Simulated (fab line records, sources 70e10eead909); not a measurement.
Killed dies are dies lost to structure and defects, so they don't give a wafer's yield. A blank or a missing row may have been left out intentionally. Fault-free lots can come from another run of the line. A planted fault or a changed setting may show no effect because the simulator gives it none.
Which tool did it? / flow nand-harc / Sampling: 7 lots, 21 wafers, 2 of 1302 route steps

WHAT THE GAUGES SHOWED, per wafer
NHARC_P_M2_THK_MEAS_24: measures by xrf.
lot=L768; measured=day 7 03:32; on=film-metro-01; thk-nm (nm)=144.8 144.3 145.0
lot=L772; measured=day 8 08:50; on=film-metro-02; thk-nm (nm)=144.3 142.9 145.5
lot=L775; measured=day 10 01:35; on=film-metro-01; thk-nm (nm)=143.7 145.1 144.5
lot=L777; measured=day 10 17:33; on=film-metro-02; thk-nm (nm)=143.9 142.7 144.6
lot=L779; measured=day 11 09:39; on=film-metro-02; thk-nm (nm)=146.1 144.1 142.5
lot=L781; measured=day 12 14:34; on=film-metro-01; thk-nm (nm)=142.1 146.1 142.3
lot=L787; measured=day 15 14:23; on=film-metro-02; thk-nm (nm)=144.9 143.9 143.7

EACH LOT AND THE TOOL THAT RAN IT (in order: tool; ch and the chambers of the sampled wafers; start)
lot=L768; NHARC_P_M2_CMP_23=cmp-02 ch 1,2,3, day 7 03:13
lot=L772; NHARC_P_M2_CMP_23=cmp-03 ch 2,3, day 8 08:31
lot=L775; NHARC_P_M2_CMP_23=cmp-01 ch 1,2,3, day 10 01:20
lot=L777; NHARC_P_M2_CMP_23=cmp-01 ch 0,1, day 10 17:16
lot=L779; NHARC_P_M2_CMP_23=cmp-02 ch 0,1, day 11 09:20
lot=L781; NHARC_P_M2_CMP_23=cmp-01 ch 0,1,3, day 12 14:19
lot=L787; NHARC_P_M2_CMP_23=cmp-03 ch 0,1,2, day 15 14:07
- NHARC_P_M2_CMP_23: polishes, t overpolish 20 s, target thk 144.3 nm.

THE ANSWER, worked out from the rows above alone
Rule: what is usual is taken from the lots themselves. Put in order of their means at a reading, lots are off if they are a third of the lots or fewer, leave a main group of 4 or more, and stand apart from it by a gap of 3 or more times the standard deviation of the main group's means; of several such gaps the widest counts. A main group whose means are all the same, to the digits that the tables above print for the reading, isn't used. Also off: a lot with no number at a reading for which 4 or more lots have one. Where the step has rows for the other lots, those lots are counted as sound.
None of the lots is off at any reading shown; this tells nothing.

WHAT HAD BEEN PUT IN BY THE SIMULATOR
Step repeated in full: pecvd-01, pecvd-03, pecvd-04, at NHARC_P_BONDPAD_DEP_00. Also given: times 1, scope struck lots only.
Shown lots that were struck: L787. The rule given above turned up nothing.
